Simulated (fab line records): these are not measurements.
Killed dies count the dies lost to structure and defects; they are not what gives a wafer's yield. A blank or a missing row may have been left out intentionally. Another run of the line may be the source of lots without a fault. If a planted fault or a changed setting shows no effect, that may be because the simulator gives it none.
Lot-split experiment    flow n5 finfet    route with 1938 steps; 7 lots, 21 wafers read

== THE SPLIT ITSELF ==
At N5_BEOL_M6_EXPOSE_25 (exposes mask V5, target cd 40 nm), the setting dose mj was moved away from the recipe's 45 on 3 of the 21 wafers read, by +2.6% to +4.8%. This setting was run at the recipe's value on the other wafers.

== FROM THE SPLIT TO THE READING: what the file shows between them, 4 steps ==
- N5_BEOL_M6_PEB_26: peb time 60 s
- N5_BEOL_M6_DEVELOP_27: develop time 30 s
- N5_BEOL_M6_DESCUM_33: chemistry O2, time 7 s
- N5_BEOL_M6_ETCH_72: etches underlayer in N2/H2, target depth 6.5 nm, time 5.2 s

== THE READING ==
BEOL_M6.cd nm (the simulator's own value, which no gauge read), in nm, at N5_BEOL_M6_ETCH_65 (etches SiARC in CF4, target depth 15.6 nm, time 26 s). No usual value for it is given in the file. Across the 18 wafers here that went through the recipe, the average is 40.0 nm and the standard deviation 0.19 nm.

wafer   tool, chamber at the split  dose mj as run  against the recipe  BEOL_M6.cd nm, nm  against lot-mates on the recipe
L076.1  euv scanner-02, 0           45              recipe              39.8               -
L076.3  euv scanner-02, 0           45              recipe              39.8               -
L076.5  euv scanner-02, 0           46.15           +2.6%               40.4               +0.6
L080.1  euv scanner-01, 0           45              recipe              39.6               -
L080.2  euv scanner-01, 0           45              recipe              40                 -
L080.3  euv scanner-01, 0           45              recipe              40                 -
L081.2  euv scanner-02, 0           47.17           +4.8%               41.2               +1.0
L081.3  euv scanner-02, 0           45              recipe              40.2               -
L081.5  euv scanner-02, 0           47.17           +4.8%               41                 +0.8
L089.1  euv scanner-02, 0           45              recipe              40                 -
L089.2  euv scanner-02, 0           45              recipe              39.8               -
L089.4  euv scanner-02, 0           45              recipe              40.2               -
L088.3  euv scanner-02, 0           45              recipe              40.4               -
L088.4  euv scanner-02, 0           45              recipe              40.2               -
L088.5  euv scanner-02, 0           45              recipe              40.2               -
L097.1  euv scanner-01, 0           45              recipe              40.2               -
L097.2  euv scanner-01, 0           45              recipe              40                 -
L097.4  euv scanner-01, 0           45              recipe              40                 -
L095.2  euv scanner-02, 0           45              recipe              40                 -
L095.4  euv scanner-02, 0           45              recipe              40.2               -
L095.5  euv scanner-02, 0           45              recipe              40.2               -

THE FIT
A straight line over all 21 wafers: BEOL_M6.cd nm changes by +0.21 nm for each +1% of dose mj; r = +0.86; the points scatter about the line by 0.2 nm.
The same after taking each lot's own level away (the mean of its wafers on the recipe; 21 wafers): +0.192 nm for each +1%; r = +0.92; scatter 0.13 nm.
That fit puts the effect of the largest move of dose mj on the reading at 0.93 nm.
The span of the lots' own levels, 39.80 to 40.27 nm, comes to 2.4 times the standard deviation stated above.
Consequently the slope shifts little with the lot-to-lot level, the two slopes agreeing.
Check: +0.872 nm against its lot-mates is what the line predicts for one of the wafers moved furthest among these (+4.8%) when that wafer is left out of the fit. Against them it came out at +1 nm.

== OTHER SPLITS ON THESE WAFERS ==
Other splits were also applied to these wafers ahead of the reading. Each is held against what the fit with the lots' levels taken away leaves over:
other split on the same wafers  wafers away from the commonest value  r with BEOL_M6.cd nm (lot level and that fit taken away)
N5_BEOL_M6_ETCH_62 time s       3                                     +0.19

== THE WHOLE CHAIN: every reading that the file lists as answering this split, in the file's order ==
step                  what it does                                          reading                                                         change (the file's fit)                r (the file's)
N5_BEOL_M6_DESCUM_33  chemistry O2, time 7 s                                BEOL_M6.cd nm (the simulator's own value, which no gauge read)  +0.222 nm for each +1% of the setting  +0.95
N5_BEOL_M6_ETCH_65    etches SiARC in CF4, target depth 15.6 nm, time 26 s  BEOL_M6.cd nm (the simulator's own value, which no gauge read)  +0.197 nm for each +1% of the setting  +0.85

== FILE'S OWN FIT ==
BEOL_M6.cd nm changes by +0.197 nm for each +1% of dose mj, r = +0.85.
